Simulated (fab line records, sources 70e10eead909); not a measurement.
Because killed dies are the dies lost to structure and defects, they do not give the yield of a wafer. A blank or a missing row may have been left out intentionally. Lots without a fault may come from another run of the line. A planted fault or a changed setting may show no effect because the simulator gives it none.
fab line records | flow nand_harc
[record] lots = 13 | wafers = 37 | last_day = 32
route steps=1302 shown P_CONTACT@237 P_M0@268 END@1302
lots that met no fault: from a run of the same line without faults
start_h: the number of hours between the record's first day and the start of the first shown wafer of the lot | wait_h: hours elapsed since this lot's preceding step | " the same as in the row above | L1.1+2: several wafers, shown together as one row | - either no value or no given start | * or withheld: withheld | < > ~ a bound
route shown NAME@n: NAME is a module with steps in the file, n the number in the route of the first one | usual: mean and standard deviation over wafers with no fault | same: alike in all rows | chamber/n: place in a boat | sites: each site's reading | _std_site: the values' standard deviation | _edge_site: mean of outer sites minus mean of inner sites | radius_mm: how far each site lies from the wafer's centre | mask NAME#n: copy n | behind: the last tool/chamber to shape the wafer | hold: why the lot went on hold/how many hours it stayed there/how the hold came to an end | device: the n, p or np transistor that did not switch | end of line: the tests these same wafers got at the end of their route | for a step that has no rows: nothing shown but its recipe | killed: the dies lost at the first sort to structure and to defects; this is not the yield of the wafer | map: shows each die of a wafer: x if killed, . if not, _ if none is there
set.NAME: the setting that was run; set.NAME@STEP: the one run at that earlier step | model.NAME: the simulator's own value behind a step, which no gauge read
a sample of lots followed through the steps of the route, with each step as a table and each wafer as a row
services: a tool's chamber out of use, with start hour (start_h, from the record's first day; less than 0 if before it), hours out, and reason
[[steps]]
[step NHARC_P_CONTACT_ETCH_36]
[recipe] target_depth_a = 2600 | over_etch_frac = 0.25 | time_s = 406.25 | ion_energy_ev = 200 | n2_flow_sccm = 150 | h2_flow_sccm = 150 | ar_flow_sccm = 0 | rf_w = 400 | bias_w = 150 | chemistry = N2/H2
[usual] drypump_motor_current_A = 5.5/0.48 | h2_flow_sccm = 150.0/0.45 | oes_product_au = 0.996/0.011 | rf_vpp_V = 429.7/2.8 | showerhead_plenum_p_Torr = 2.01/0.096 | throttle_valve_pct = 14.171/0.0091
lot.wafer | tool        | chamber | start_h | wait_h | drypump_motor_current_A | h2_flow_sccm | oes_product_au | rf_hours_counter_h | rf_vpp_V | showerhead_plenum_p_Torr | throttle_valve_pct
L409.3    | rie_diel-11 | 0       | -       | -      | 5.4                     | 149.7        | 0.991          | 0.7                | 433.6    | 2.17                     | 14.177
L409.2    | "           | 1       | "       | "      | 5.8                     | 150.2        | 0.997          | 0.6                | 433.0    | 2.11                     | 14.152
L409.6    | "           | 3       | "       | "      | 4.7                     | 149.9        | 0.993          | -                  | 426.4    | 1.90                     | 14.183
L413.4    | rie_diel-11 | 1       | -       | -      | 5.8                     | 149.8        | 0.996          | 1.1                | 431.9    | 2.10                     | 14.171
L413.1    | "           | 2       | "       | "      | 4.7                     | 150.4        | 0.984          | 2.6                | 427.3    | 1.90                     | 14.191
L413.6    | "           | 0       | "       | "      | 5.4                     | 150.0        | 0.981          | -                  | 433.8    | 2.17                     | 14.152
L414.3    | rie_diel-11 | 0       | -       | -      | 5.4                     | 150.8        | 0.987          | 2.9                | 435.4    | 2.17                     | 14.162
L414.2    | "           | 1       | "       | "      | 5.8                     | 149.7        | 0.998          | 1.5                | 432.1    | 2.10                     | 14.175
L414.6    | "           | 1       | "       | "      | 5.8                     | 150.6        | 1.005          | -                  | 432.9    | 2.10                     | 14.171
L415.1    | rie_diel-06 | 3       | -       | -      | 5.3                     | 150.3        | 1.003          | 0.9                | 427.5    | 1.93                     | 14.179
L415.3    | "           | 0       | "       | "      | 5.5                     | 150.5        | 1.004          | 1.1                | 428.9    | 1.98                     | 14.185
L415.5    | "           | 3       | "       | "      | 5.2                     | 150.5        | 1.009          | -                  | 427.2    | 1.93                     | 14.174
L417.3    | rie_diel-06 | 2       | -       | -      | 5.9                     | 149.9        | 1.007          | 1.9                | 433.8    | 2.15                     | 14.177
L418.1    | rie_diel-06 | 1       | -       | -      | 5.8                     | 149.7        | 0.990          | 3.5                | 430.7    | 2.04                     | 14.173
L418.2    | "           | 3       | "       | "      | 5.2                     | 150.2        | 1.004          | 3.4                | 429.1    | 1.93                     | 14.185
L418.6    | "           | 0       | "       | "      | 5.5                     | 150.0        | 1.000          | -                  | 428.6    | 1.98                     | 14.177
L425.4    | rie_diel-06 | 1       | -       | -      | 5.8                     | 149.9        | 0.984          | 6.8                | 430.7    | 2.04                     | 14.185
L425.3    | "           | 3       | "       | "      | 5.2                     | 150.2        | 1.013          | 7.3                | 425.7    | 1.93                     | 14.176
L425.6    | "           | 1       | "       | "      | 5.8                     | 149.9        | 0.994          | -                  | 430.2    | 2.04                     | 14.157
L426.1    | rie_diel-13 | 2       | -       | -      | 6.2                     | 150.3        | 1.002          | 3.8                | 433.9    | 2.11                     | 14.163
L426.5    | "           | 2       | "       | "      | 6.1                     | 150.2        | 1.008          | -                  | 432.0    | 2.11                     | 14.160
L426.6    | "           | 3       | "       | "      | 5.2                     | 149.8        | 0.984          | -                  | 428.5    | 1.94                     | 14.174
L427.3    | rie_diel-06 | 2       | -       | -      | 5.9                     | 150.0        | 0.997          | 7.4                | 434.0    | 2.15                     | 14.161
L427.6    | "           | 3       | "       | "      | 5.3                     | 151.1        | 1.012          | -                  | 427.9    | 1.93                     | 14.158
L427.5    | "           | 0       | "       | "      | 5.5                     | 150.3        | 0.997          | -                  | 429.0    | 1.98                     | 14.182
L429.4    | rie_diel-13 | 0       | -       | -      | 5.8                     | 149.4        | 1.005          | 4.2                | 428.5    | 1.95                     | 14.175
L429.6    | "           | 2       | "       | "      | 6.2                     | 150.3        | 0.993          | -                  | 431.3    | 2.11                     | 14.188
L429.5    | "           | 3       | "       | "      | 5.2                     | 149.7        | 0.979          | -                  | 428.6    | 1.94                     | 14.160
L428.3    | rie_diel-11 | 1       | -       | -      | 5.8                     | 148.9        | 1.001          | 1.0                | 433.3    | 2.10                     | 14.158
L428.2    | "           | 2       | "       | "      | 4.7                     | 150.6        | 0.992          | 0.9                | 425.3    | 1.90                     | 14.170
L428.4    | "           | 3       | "       | "      | 4.7                     | 149.9        | 0.991          | 0.9                | 426.1    | 1.90                     | 14.177
L430.2    | rie_diel-13 | 1       | -       | -      | 6.2                     | 149.4        | 0.996          | 4.9                | 427.4    | 1.92                     | 14.168
L430.4    | "           | 2       | "       | "      | 6.2                     | 149.7        | 0.990          | 5.3                | 433.2    | 2.11                     | 14.173
L430.5    | "           | 3       | "       | "      | 5.2                     | 149.3        | 0.990          | -                  | 428.3    | 1.94                     | 14.168
L431.2    | rie_diel-11 | 1       | -       | -      | 5.8                     | 150.0        | 0.986          | 1.8                | 431.8    | 2.10                     | 14.158
L431.4    | "           | 2       | "       | "      | 4.7                     | 150.0        | 0.980          | 1.5                | 425.6    | 1.90                     | 14.179
L431.1    | "           | 3       | "       | "      | 4.7                     | 150.7        | 0.985          | 1.4                | 426.6    | 1.90                     | 14.165
[step NHARC_P_M0_ETCH_15]
[recipe] target_depth_a = 1500 | overetch_a = 150 | time_s = 82.5 | c4f8_flow_sccm = withheld | ar_flow_sccm = 400 | rf_w = 600 | bias_w = 300 | chemistry = C4F8/Ar
[usual] oes_product_au = 0.958/0.02 | rf_vpp_V = 439.7/2.6
lot.wafer | tool        | chamber | start_h | wait_h | oes_product_au | rf_vpp_V
L409.3    | rie_diel-02 | 1       | 102.68  | -      | 0.982          | 438.5
L409.2    | "           | 3       | "       | "      | 0.955          | 439.1
L409.6    | "           | 0       | "       | "      | 0.981          | 436.8
L413.4    | rie_diel-02 | 1       | 138.30  | -      | 0.978          | 441.3
L413.1    | "           | 2       | "       | "      | 0.978          | 438.2
L413.6    | "           | 3       | "       | "      | 0.957          | 439.6
L414.2    | rie_diel-02 | 2       | 144.21  | -      | 0.954          | 440.0
L414.3    | "           | 0       | "       | "      | 0.983          | 437.3
L414.6    | "           | 3       | "       | "      | 0.958          | 440.3
L415.3    | rie_diel-01 | 1       | 161.12  | -      | 0.937          | 437.0
L415.1    | "           | 0       | "       | "      | 0.921          | 440.7
L415.5    | "           | 2       | "       | "      | 0.914          | 444.5
L417.3    | rie_diel-02 | 1       | 174.64  | -      | 0.958          | 439.6
L418.2    | rie_diel-07 | 1       | 195.97  | -      | 0.951          | 436.0
L418.1    | "           | 0       | "       | "      | 0.969          | 443.3
L418.6    | "           | 1       | "       | "      | 0.967          | 435.4
L425.4    | rie_diel-01 | 2       | 260.40  | -      | 0.958          | 444.7
L425.3    | "           | 3       | "       | "      | 0.956          | 442.9
L425.6    | "           | 2       | "       | "      | 0.946          | 444.7
L426.1    | rie_diel-02 | 0       | 275.71  | -      | 0.938          | 436.0
L426.6    | "           | 1       | "       | "      | 0.937          | 438.5
L426.5    | "           | 2       | "       | "      | 0.931          | 439.2
L427.3    | rie_diel-02 | 0       | 280.81  | -      | 0.970          | 436.9
L427.6    | "           | 0       | "       | "      | 0.975          | 437.6
L427.5    | "           | 1       | "       | "      | 0.975          | 439.2
L429.4    | rie_diel-02 | 3       | 295.53  | -      | 0.980          | 439.6
L429.6    | "           | 2       | "       | "      | 0.950          | 437.7
L429.5    | "           | 3       | "       | "      | 0.972          | 439.3
L428.2    | rie_diel-02 | 1       | 295.87  | -      | 0.977          | 437.7
L428.3    | "           | 2       | "       | "      | 0.971          | 439.2
L428.4    | "           | 0       | "       | "      | 0.957          | 436.3
L430.4    | rie_diel-01 | 2       | 313.27  | -      | 0.920          | 444.3
L430.2    | "           | 1       | "       | "      | 0.922          | 437.8
L430.5    | "           | 2       | "       | "      | 0.925          | 444.5
L431.2    | rie_diel-01 | 2       | 318.57  | -      | 0.925          | 444.8
L431.4    | "           | 3       | "       | "      | 0.933          | 443.5
L431.1    | "           | 0       | "       | "      | 0.922          | 439.4
[step NHARC_P_M0_CD_MEAS_16]
[usual] cd_nm = 89.7/0.85
lot.wafer | tool      | chamber | start_h | wait_h | cd_nm
L409.2    | cd_sem-02 | -       | 102.80  | -      | 88.3
L409.3    | "         | -       | "       | "      | 88.9
L409.6    | "         | -       | "       | "      | 88.6
L413.1    | cd_sem-02 | -       | 138.41  | -      | 90.5
L413.4    | "         | -       | "       | "      | 90.4
L413.6    | "         | -       | "       | "      | 88.1
L414.2    | cd_sem-02 | -       | 144.34  | -      | 90.8
L414.3    | "         | -       | "       | "      | 89.4
L414.6    | "         | -       | "       | "      | 90.3
L415.1    | cd_sem-03 | -       | 161.25  | -      | 91.0
L415.3    | "         | -       | "       | "      | 88.4
L415.5    | "         | -       | "       | "      | 88.1
L417.3    | cd_sem-01 | -       | 174.77  | -      | 88.5
L418.1    | cd_sem-02 | -       | 196.10  | -      | 90.6
L418.2    | "         | -       | "       | "      | 89.3
L418.6    | "         | -       | "       | "      | 90.1
L425.3    | cd_sem-02 | -       | 260.53  | -      | 89.3
L425.4    | "         | -       | "       | "      | 89.4
L425.6    | "         | -       | "       | "      | 90.5
L426.1    | cd_sem-02 | -       | 275.81  | -      | 88.3
L426.5    | "         | -       | "       | "      | 89.0
L426.6    | "         | -       | "       | "      | 89.1
L427.3    | cd_sem-02 | -       | 280.94  | -      | 90.8
L427.5    | "         | -       | "       | "      | 91.7
L427.6    | "         | -       | "       | "      | 90.1
L429.4    | cd_sem-01 | -       | 295.66  | -      | 90.4
L429.5    | "         | -       | "       | "      | 89.7
L429.6    | "         | -       | "       | "      | 90.4
L428.2    | cd_sem-01 | -       | 296.00  | -      | 89.1
L428.3    | "         | -       | "       | "      | 90.4
L428.4    | "         | -       | "       | "      | 89.8
L430.2    | cd_sem-02 | -       | 313.40  | -      | 91.0
L430.4    | "         | -       | "       | "      | 89.8
L430.5    | "         | -       | "       | "      | 89.0
L431.1    | cd_sem-02 | -       | 318.70  | -      | 89.5
L431.2    | "         | -       | "       | "      | 91.9
L431.4    | "         | -       | "       | "      | 89.5
[step NHARC_P_M0_DEGAS_28]
[recipe] temp_c = 250 | time_s = 60
[usual] heater_power_w = 317/34
lot.wafer | tool           | chamber | start_h | wait_h | heater_power_w
L409.2    | pvd_sputter-01 | -       | 103.43  | -      | 301
L409.3    | "              | -       | "       | "      | 280
L409.6    | "              | -       | "       | "      | 282
L413.4    | pvd_sputter-01 | -       | 139.07  | -      | 301
L413.1    | "              | -       | "       | "      | 359
L413.6    | "              | -       | "       | "      | 299
L414.3    | pvd_sputter-03 | -       | 144.97  | -      | 306
L414.2    | "              | -       | "       | "      | 289
L414.6    | "              | -       | "       | "      | 334
L415.1    | pvd_sputter-01 | -       | 161.91  | -      | 363
L415.3    | "              | -       | "       | "      | 307
L415.5    | "              | -       | "       | "      | 361
L417.3    | pvd_sputter-03 | -       | 175.41  | -      | 300
L418.2    | pvd_sputter-02 | -       | 196.73  | -      | 309
L418.1    | "              | -       | "       | "      | 383
L418.6    | "              | -       | "       | "      | 306
L425.4    | pvd_sputter-01 | -       | 261.15  | -      | 291
L425.3    | "              | -       | "       | "      | 306
L425.6    | "              | -       | "       | "      | 289
L426.1    | pvd_sputter-02 | -       | 276.45  | -      | 360
L426.6    | "              | -       | "       | "      | 301
L426.5    | "              | -       | "       | "      | 300
L427.3    | pvd_sputter-02 | -       | 281.58  | -      | 380
L427.6    | "              | -       | "       | "      | 359
L427.5    | "              | -       | "       | "      | 299
L429.4    | pvd_sputter-02 | -       | 296.27  | -      | 295
L429.5    | "              | -       | "       | "      | 290
L429.6    | "              | -       | "       | "      | 299
L428.3    | pvd_sputter-01 | -       | 296.62  | -      | 361
L428.2    | "              | -       | "       | "      | 271
L428.4    | "              | -       | "       | "      | 295
L430.4    | pvd_sputter-01 | -       | 314.03  | -      | 303
L430.2    | "              | -       | "       | "      | 299
L430.5    | "              | -       | "       | "      | 306
L431.4    | pvd_sputter-03 | -       | 319.32  | -      | 330
L431.2    | "              | -       | "       | "      | 293
L431.1    | "              | -       | "       | "      | 287
[step NHARC_END_SORT_01]
[recipe] temp_c = 25
[usual] defect_limited_yield = 90.1/2.5 | killed_at_array = 62/18 | killed_at_other = 0.9/1.2 | killed_at_periphery = 4.2/2.9 | killed_dies = 67/17 | killed_open = 3.6/1.9 | killed_short = 2.5/1.6
[same] gross_dies = 677
lot.wafer | tool      | chamber | start_h | wait_h | defect_limited_yield[%] | killed_at_array | killed_at_other | killed_at_periphery | killed_dies | killed_open | killed_short
L417.3    | prober-01 | 0       | 628.25  | 3.1    | 86.9                    | 56              | 2               | 31                  | 89          | 2           | 3
L418.1    | prober-02 | 0       | 637.62  | 2.5    | 91.1                    | 58              | 1               | 1                   | 60          | 3           | 0
L418.2    | prober-02 | 0       | 638.42  | 2.8    | 91.3                    | 53              | 3               | 3                   | 59          | 3           | 7
L418.6    | prober-02 | 0       | 641.63  | 4.0    | 91.9                    | 51              | 0               | 4                   | 55          | 2           | 4
// killed by level:class
L417.3 P_M0:unspecified=30 A_SLIT:chamber_film_flake=30 A_CONTACT:chamber_film_flake=9 A_CHANNEL_HOLE_D1:chamber_film_flake=7 A_CHANNEL_HOLE_D2:chamber_film_flake=4 A_ONON_D1:geometric_particle:short=2 THIN_TSV:chamber_film_flake=2 A_CHANNEL_HOLE_D1:geometric_particle:short=1
L418.1 A_CHANNEL_HOLE_D1:chamber_film_flake=32 A_CHANNEL_HOLE_D2:chamber_film_flake=16 A_CHANNEL_FILL_D1:geometric_particle:open=2 A_DECK1_JOINT:chamber_film_flake=2 A_SLIT:chamber_film_flake=2 A_ONON_D2:geometric_particle:open=1 P_ZERO_WELL:chamber_film_flake=1 A_CHANNEL_FILL_D2:chamber_film_flake=1
L418.2 A_CHANNEL_HOLE_D1:chamber_film_flake=23 A_CHANNEL_HOLE_D2:chamber_film_flake=16 A_M0:geometric_particle:short=2 A_SLIT:chamber_film_flake=2 A_CONTACT:chamber_film_flake=2 THIN_TSV:chamber_film_flake=2 P_M1:geometric_particle:open=1 P_M1:geometric_particle:short=1
L418.6 A_CHANNEL_HOLE_D1:chamber_film_flake=28 A_CHANNEL_HOLE_D2:chamber_film_flake=16 A_DECK1_JOINT:chamber_film_flake=2 A_CONTACT:chamber_film_flake=2 P_STI:geometric_particle:short=1 P_M0:geometric_particle:short=1 P_M1:geometric_particle:open=1 A_ONON_D1:geometric_particle:short=1
[[services]]
tool           | chamber | start_h | hours | kind
rie_diel-13    | 0       | 79.17   | 17.7  | repair
pvd_sputter-02 | -       | 80.00   | 10.0  | pm
rie_diel-11    | 1       | 102.09  | 15.4  | repair
rie_diel-06    | -       | 106.21  | 9.0   | pm
rie_diel-13    | 2       | 115.05  | 26.7  | repair
rie_diel-13    | 1       | 134.60  | 12.6  | repair
rie_diel-13    | 0       | 135.15  | 6.4   | repair
rie_diel-06    | 3       | 145.58  | 8.7   | repair
rie_diel-01    | 2       | 164.96  | 19.1  | repair
rie_diel-01    | -       | 180.45  | 9.0   | pm
rie_diel-06    | 2       | 184.35  | 9.2   | repair
rie_diel-02    | -       | 192.79  | 9.0   | pm
rie_diel-01    | -       | 199.29  | 1.8   | repair
pvd_sputter-02 | -       | 201.45  | 2.2   | repair
pvd_sputter-01 | -       | 202.00  | 10.0  | pm
pvd_sputter-01 | -       | 226.79  | 2.2   | repair
rie_diel-11    | -       | 231.50  | 9.0   | pm
rie_diel-11    | 2       | 256.34  | 10.3  | repair
pvd_sputter-02 | -       | 258.00  | 10.0  | pm
rie_diel-06    | -       | 283.21  | 9.0   | pm
rie_diel-02    | -       | 283.30  | 0.2   | repair
rie_diel-11    | -       | 296.29  | 0.6   | repair
rie_diel-01    | -       | 299.53  | 0.1   | repair
rie_diel-02    | 2       | 305.82  | 7.6   | repair
[[key]]
[first_sign] step = NHARC_END_SORT_01 | reading = killed_at_periphery | direction = up | sigmas = 9.2 | usual = 4.2 | struck = 31
[more_kills_born_at] NHARC_P_M0_ETCH_15@rie_diel-02 = 29
met_at NHARC_P_M0_ETCH_15
struck_lots L417
struck_wafers L417.3
not_acting_at NHARC_P_CONTACT_ETCH_36,NHARC_P_M0_CD_MEAS_16,NHARC_P_M0_DEGAS_28
onset_between 138.30 174.64
[fault] kind = chamber_particle_source | tool = rie_diel-02 | chamber = 1 | onset_h = 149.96 | steps = NHARC_P_M0_ETCH_15 | rate_per_visit_cm2 = 1.7233 | end_h = 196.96
